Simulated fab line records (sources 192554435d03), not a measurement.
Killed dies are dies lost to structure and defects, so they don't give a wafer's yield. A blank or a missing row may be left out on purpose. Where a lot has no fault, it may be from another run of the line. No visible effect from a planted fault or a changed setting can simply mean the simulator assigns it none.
Matching of chambers | flow n5 finfet | 3 sister chambers for N5_BEOL_M6_CURE_75 on uv cure-02
The step cures SiCOH lowk, time 120 s. 3 wafers are shown with their chamber, then 12 later ones without.

## WAFERS PAIRED WITH THEIR CHAMBERS
wafer  | chamber | wafer_temp_C_max
L074.3 | 0       | 371.2
L082.6 | 2       | 372.1
L085.5 | 1       | 372.2

## WAFERS WITHOUT THEIR CHAMBER
wafer  | wafer_temp_C_max
L088.1 | 372.9
L088.4 | 372.0
L088.5 | 372.0
L088.2 | 372.1
L088.3 | 372.7
L088.6 | 372.1
L091.3 | 372.6
L091.4 | 372.3
L091.6 | 371.9
L096.1 | 371.8
L096.2 | 372.1
L096.6 | 372.6

## THE CHAMBER EACH PASSED THROUGH
wafer  | from the rows above          | in truth
L088.1 | can't be placed: 1 or 2      | 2
L088.4 | can't be placed: 2 or 1      | 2
L088.5 | can't be placed: 2 or 1      | 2
L088.2 | can't be placed: 2 or 1      | 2
L088.3 | can't be placed: 1 or 2      | 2
L088.6 | can't be placed: 2 or 1      | 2
L091.3 | can't be placed: 1 or 2      | 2
L091.4 | can't be placed: 1 or 2      | 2
L091.6 | can't be placed: 2 or 1 or 0 | 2
L096.1 | can't be placed: 2 or 1 or 0 | 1
L096.2 | can't be placed: 2 or 1      | 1
L096.6 | can't be placed: 1 or 2      | 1
0 of 12 placed correctly. From these rows, 12 cannot be placed; in 12 the true chamber is one of the candidates. Wrongly placed: 0.
How it was worked out, from the rows above alone: a wafer's distance from a chamber is the root of the sum, over the readings, of the square of ((its reading less the chamber's mean) divided by the reading's scatter). If the next closest chamber is less than 2 further off than the closest, the wafer can't be placed; otherwise it belongs to the closest. The mean given for a chamber averages the wafers shown for that chamber. The scatter: with one shown wafer a chamber, the root of the mean of the squares of how far each hidden wafer lies from its nearest shown one.
